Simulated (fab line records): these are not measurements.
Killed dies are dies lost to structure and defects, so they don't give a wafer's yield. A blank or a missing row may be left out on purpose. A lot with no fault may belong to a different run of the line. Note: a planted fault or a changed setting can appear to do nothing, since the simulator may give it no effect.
What tool caused it?    flow nand_harc    72 wafers from 24 lots sampled at 5 of the route's 1159 steps

## WHAT THE GAUGES SHOWED, per wafer
NHARC_P_M2_INSPECT_27.
lot   measured      on                 raw_defect_count
L074  day 6 09:52   defect_inspect-01  244 315 262
L076  day 6 17:08   defect_inspect-02  168 308 308
L075  day 6 20:43   defect_inspect-01  536 512 812
L077  day 6 21:56   defect_inspect-01  315 248 251
L078  day 7 11:16   defect_inspect-02  278 213 253
L079  day 7 12:11   defect_inspect-01  370 439 415
L080  day 7 13:08   defect_inspect-02  196 317 283
L081  day 7 21:01   defect_inspect-01  252 194 267
L082  day 8 05:37   defect_inspect-02  189 210 271
L083  day 8 12:11   defect_inspect-02  186 191 257
L085  day 8 21:10   defect_inspect-02  399 390 279
L084  day 8 22:15   defect_inspect-02  271 383 242
L086  day 9 10:57   defect_inspect-02  255 587 295
L087  day 9 11:57   defect_inspect-02  304 335 420
L088  day 10 08:05  defect_inspect-02  321 266 214
L089  day 10 10:01  defect_inspect-02  463 374 290
L091  day 10 12:53  defect_inspect-02  287 261 311
L090  day 10 13:50  defect_inspect-02  153 138 184
L092  day 10 16:42  defect_inspect-02  471 309 255
L093  day 10 19:37  defect_inspect-01  517 397 460
L094  day 11 06:57  defect_inspect-02  393 175 229
L095  day 11 17:45  defect_inspect-02  291 370 235
L096  day 11 18:25  defect_inspect-02  424 335 432
L097  day 11 23:37  defect_inspect-02  264 294 359

## TOOL THAT RAN EACH LOT (tool first, then ch and the chambers of the sampled wafers, then the start)
lot   NHARC_P_M0_STRIP_18                 NHARC_P_M0_DEGAS_28           NHARC_P_M2_ETCH_15                             NHARC_P_M2_PRE_CLEAN_30
L074  rie_diel-01 ch 0,1,3, day 5 23:22   pvd_sputter-02, day 5 23:54   rie_diel-06 ch 1,2,3, day 6 09:52 or earlier   pvd_sputter-02, day 6 09:52 or earlier
L076  rie_diel-05 ch 0,1,3, day 6 06:07   pvd_sputter-02, day 6 06:41   rie_diel-06 ch 1,2,3, day 6 17:08 or earlier   pvd_sputter-03, day 6 17:08 or earlier
L075  rie_diel-12 ch 0,1,2, day 6 09:36   pvd_sputter-03, day 6 10:05   rie_diel-06 ch 1,2,3, day 6 20:43 or earlier   pvd_sputter-03, day 6 20:43 or earlier
L077  rie_diel-12 ch 1,2, day 6 10:46     pvd_sputter-03, day 6 11:19   rie_diel-02 ch 1,2, day 6 21:56 or earlier     pvd_sputter-03, day 6 21:56 or earlier
L078  rie_diel-12 ch 0,3, day 7 00:33     pvd_sputter-02, day 7 01:06   rie_diel-06 ch 0,3, day 7 11:16 or earlier     pvd_sputter-02, day 7 11:16 or earlier
L079  rie_diel-05 ch 0,3, day 7 01:15     pvd_sputter-03, day 7 01:47   rie_diel-11 ch 2,3, day 7 12:11 or earlier     pvd_sputter-02, day 7 12:11 or earlier
L080  rie_diel-12 ch 0,1,2, day 7 02:18   pvd_sputter-01, day 7 02:49   rie_diel-06 ch 0,1,3, day 7 13:08 or earlier   pvd_sputter-03, day 7 13:08 or earlier
L081  rie_diel-05 ch 1,2,3, day 7 10:34   pvd_sputter-01, day 7 11:04   rie_diel-06 ch 1,2,3, day 7 21:01 or earlier   pvd_sputter-03, day 7 21:01 or earlier
L082  rie_diel-12 ch 0,1,2, day 7 19:00   pvd_sputter-03, day 7 19:29   rie_diel-02 ch 0,1,3, day 8 05:37 or earlier   pvd_sputter-03, day 8 05:37 or earlier
L083  rie_diel-01 ch 0,1,3, day 8 01:35   pvd_sputter-03, day 8 02:03   rie_diel-06 ch 0,3, day 8 12:11 or earlier     pvd_sputter-02, day 8 12:11 or earlier
L085  rie_diel-05 ch 1,2,3, day 8 10:35   pvd_sputter-01, day 8 11:05   rie_diel-06 ch 1,2,3, day 8 21:10 or earlier   pvd_sputter-02, day 8 21:10 or earlier
L084  rie_diel-05 ch 0,2,3, day 8 10:56   pvd_sputter-02, day 8 11:25   rie_diel-06 ch 0,1,3, day 8 22:15 or earlier   pvd_sputter-03, day 8 22:15 or earlier
L086  rie_diel-05 ch 0,2,3, day 9 00:29   pvd_sputter-03, day 9 01:00   rie_diel-06 ch 0,1,2, day 9 10:57 or earlier   pvd_sputter-02, day 9 10:57 or earlier
L087  rie_diel-01 ch 0,1,2, day 9 01:35   pvd_sputter-01, day 9 02:07   rie_diel-06 ch 1,2, day 9 11:57 or earlier     pvd_sputter-01, day 9 11:57 or earlier
L088  rie_diel-12 ch 1,2, day 9 21:17     pvd_sputter-03, day 9 21:49   rie_diel-06 ch 2,3, day 10 08:05 or earlier    pvd_sputter-01, day 10 08:05 or earlier
L089  rie_diel-05 ch 0,2,3, day 9 23:20   pvd_sputter-01, day 9 23:51   rie_diel-06 ch 0,1, day 10 10:01 or earlier    pvd_sputter-03, day 10 10:01 or earlier
L091  rie_diel-01 ch 1,2,3, day 10 02:22  pvd_sputter-03, day 10 02:59  rie_diel-06 ch 0,2,3, day 10 12:53 or earlier  pvd_sputter-03, day 10 12:53 or earlier
L090  rie_diel-01 ch 1,2,3, day 10 03:07  pvd_sputter-03, day 10 03:40  rie_diel-11 ch 0,1,2, day 10 13:50 or earlier  pvd_sputter-03, day 10 13:50 or earlier
L092  rie_diel-12 ch 1,2,3, day 10 06:24  pvd_sputter-01, day 10 06:56  rie_diel-06 ch 1,2,3, day 10 16:42 or earlier  pvd_sputter-01, day 10 16:42 or earlier
L093  rie_diel-05 ch 0,1, day 10 08:32    pvd_sputter-01, day 10 09:05  rie_diel-06 ch 1,2,3, day 10 19:37 or earlier  pvd_sputter-01, day 10 19:37 or earlier
L094  rie_diel-12 ch 0,1,2, day 10 20:06  pvd_sputter-03, day 10 20:39  rie_diel-02 ch 0,1,2, day 11 06:57 or earlier  pvd_sputter-03, day 11 06:57 or earlier
L095  rie_diel-12 ch 0,1,2, day 11 07:24  pvd_sputter-02, day 11 07:52  rie_diel-06 ch 2,3, day 11 17:45 or earlier    pvd_sputter-02, day 11 17:45 or earlier
L096  rie_diel-05 ch 0,3, day 11 08:13    pvd_sputter-01, day 11 08:44  rie_diel-06 ch 0,1, day 11 18:25 or earlier    pvd_sputter-01, day 11 18:25 or earlier
L097  rie_diel-01 ch 0,1,3, day 11 13:05  pvd_sputter-02, day 11 13:37  rie_diel-02 ch 0,1,2, day 11 23:37 or earlier  pvd_sputter-02, day 11 23:37 or earlier
- NHARC_P_M0_STRIP_18: strips in N2/H2.
- NHARC_P_M0_DEGAS_28: time 60 s.
- NHARC_P_M2_ETCH_15: etches the open film in C4F8/Ar, target depth 182.5 nm, time 91.2 s.
- NHARC_P_M2_PRE_CLEAN_30: time 30 s.

## WHAT THE TOOLS THEMSELVES READ (means of the sampled wafers that have a number; where no wafer has one, the mark that the record gives instead)
NHARC_P_M0_STRIP_18.
lot   tool         chamber_pressure_mTorr (mTorr)  drypump_motor_current_A (A)  mfc_ar_sccm (sccm)  oes_product_au (a.u.)  rf_vpp_V (V)  showerhead_plenum_p_Torr (Torr)  throttle_valve_pct (%)
L074  rie_diel-01  30.036                          6.4                          0.015               1.006                  90.6          2.07                             14.167
L076  rie_diel-05  30.010                          5.9                          0.000               1.009                  91.0          2.12                             14.169
L075  rie_diel-12  29.990                          6.1                          0.000               0.992                  90.6          2.09                             14.178
L077  rie_diel-12  29.978                          6.2                          0.001               0.995                  91.7          2.16                             14.172
L078  rie_diel-12  30.014                          6.4                          0.004               0.994                  91.0          2.03                             14.174
L079  rie_diel-05  30.003                          5.8                          0.000               1.009                  91.2          2.13                             14.171
L080  rie_diel-12  29.996                          6.1                          0.000               0.994                  91.1          2.09                             14.162
L081  rie_diel-05  29.995                          5.5                          0.007               0.997                  91.2          2.08                             14.171
L082  rie_diel-12  30.015                          6.1                          0.000               0.994                  90.0          2.09                             14.174
L083  rie_diel-01  30.013                          6.4                          0.015               0.991                  90.8          2.07                             14.174
L085  rie_diel-05  29.995                          5.5                          0.007               0.997                  90.3          2.07                             14.170
L084  rie_diel-05  30.011                          5.4                          0.007               0.999                  91.5          2.08                             14.174
L086  rie_diel-05  29.982                          5.4                          0.007               1.004                  91.3          2.08                             14.179
L087  rie_diel-01  29.988                          5.8                          0.011               0.987                  91.5          2.09                             14.162
L088  rie_diel-12  29.975                          6.2                          0.001               1.007                  91.9          2.16                             14.175
L089  rie_diel-05  29.999                          5.4                          0.007               1.001                  89.9          2.08                             14.171
L091  rie_diel-01  30.023                          5.9                          0.013               0.987                  90.7          2.03                             14.167
L090  rie_diel-01  30.001                          5.9                          0.013               0.989                  90.7          2.03                             14.178
L092  rie_diel-12  30.035                          6.2                          0.004               0.997                  91.0          2.12                             14.169
L093  rie_diel-05  29.994                          6.3                          0.000               1.006                  90.9          2.10                             14.166
L094  rie_diel-12  29.984                          6.1                          0.000               1.002                  90.9          2.08                             14.168
L095  rie_diel-12  30.002                          6.1                          0.000               0.998                  90.1          2.08                             14.175
L096  rie_diel-05  30.032                          5.8                          0.000               1.003                  91.4          2.13                             14.173
L097  rie_diel-01  29.949                          6.4                          0.015               0.998                  90.3          2.07                             14.170

NHARC_P_M0_DEGAS_28.
lot   tool            heater_power_w (W)
L074  pvd_sputter-02  368
L076  pvd_sputter-02  368
L075  pvd_sputter-03  370
L077  pvd_sputter-03  350
L078  pvd_sputter-02  393
L079  pvd_sputter-03  350
L080  pvd_sputter-01  330
L081  pvd_sputter-01  324
L082  pvd_sputter-03  375
L083  pvd_sputter-03  330
L085  pvd_sputter-01  311
L084  pvd_sputter-02  340
L086  pvd_sputter-03  336
L087  pvd_sputter-01  330
L088  pvd_sputter-03  360
L089  pvd_sputter-01  297
L091  pvd_sputter-03  362
L090  pvd_sputter-03  327
L092  pvd_sputter-01  309
L093  pvd_sputter-01  309
L094  pvd_sputter-03  339
L095  pvd_sputter-02  339
L096  pvd_sputter-01  300
L097  pvd_sputter-02  347

NHARC_P_M2_ETCH_15.
lot   tool         chamber_pressure_mTorr (mTorr)  oes_product_au (a.u.)  rf_vpp_V (V)
L074  rie_diel-06  25.013                          0.959                  438.5
L076  rie_diel-06  25.012                          0.963                  438.6
L075  rie_diel-06  25.018                          0.947                  438.2
L077  rie_diel-02  24.995                          0.915                  440.1
L078  rie_diel-06  25.003                          0.953                  442.0
L079  rie_diel-11  24.980                          0.931                  439.2
L080  rie_diel-06  24.971                          0.952                  441.9
L081  rie_diel-06  25.000                          0.977                  437.2
L082  rie_diel-02  25.002                          0.965                  440.1
L083  rie_diel-06  24.976                          0.922                  443.7
L085  rie_diel-06  25.006                          0.923                  438.6
L084  rie_diel-06  24.988                          0.962                  441.6
L086  rie_diel-06  25.022                          0.952                  439.7
L087  rie_diel-06  24.982                          0.930                  437.9
L088  rie_diel-06  25.003                          0.925                  437.8
L089  rie_diel-06  24.994                          0.937                  441.1
L091  rie_diel-06  24.983                          0.968                  441.8
L090  rie_diel-11  24.971                          0.914                  440.0
L092  rie_diel-06  25.012                          0.929                  438.7
L093  rie_diel-06  24.991                          0.969                  439.1
L094  rie_diel-02  24.995                          0.923                  441.8
L095  rie_diel-06  25.010                          0.965                  438.5
L096  rie_diel-06  24.997                          0.967                  443.1
L097  rie_diel-02  24.999                          0.925                  441.6

NHARC_P_M2_PRE_CLEAN_30.
lot   tool            heater_power_w (W)
L074  pvd_sputter-02  455
L076  pvd_sputter-03  414
L075  pvd_sputter-03  444
L077  pvd_sputter-03  415
L078  pvd_sputter-02  453
L079  pvd_sputter-02  416
L080  pvd_sputter-03  435
L081  pvd_sputter-03  406
L082  pvd_sputter-03  427
L083  pvd_sputter-02  449
L085  pvd_sputter-02  386
L084  pvd_sputter-03  451
L086  pvd_sputter-02  456
L087  pvd_sputter-01  403
L088  pvd_sputter-01  388
L089  pvd_sputter-03  454
L091  pvd_sputter-03  416
L090  pvd_sputter-03  430
L092  pvd_sputter-01  380
L093  pvd_sputter-01  376
L094  pvd_sputter-03  445
L095  pvd_sputter-02  452
L096  pvd_sputter-01  406
L097  pvd_sputter-02  418

## THE ANSWER, worked out from the rows above alone
Rule: what is usual is taken from the lots themselves. The widest of any qualifying gaps counts: lots, ordered by their means at a reading, are off when they make up no more than a third of the lots, leave a main group of 4 or more, and stand apart from it by 3 or more times the standard deviation of that group's means. Not used: any main group whose means are identical at the precision the tables above print for the reading. Also off: a lot with no number at a reading for which 4 or more lots have one. Any other lot the step has rows for is counted as sound. Order of review: gauges by route order, followed by the tools' own readings, for which a lot's mean as printed above is used. At the first step where some lot is off, the reading lying furthest off is the one used; lots without a number count as furthest.
Nothing can be told from this: no lot is off at any reading shown.

## WHAT THE SIMULATOR HAD PUT IN
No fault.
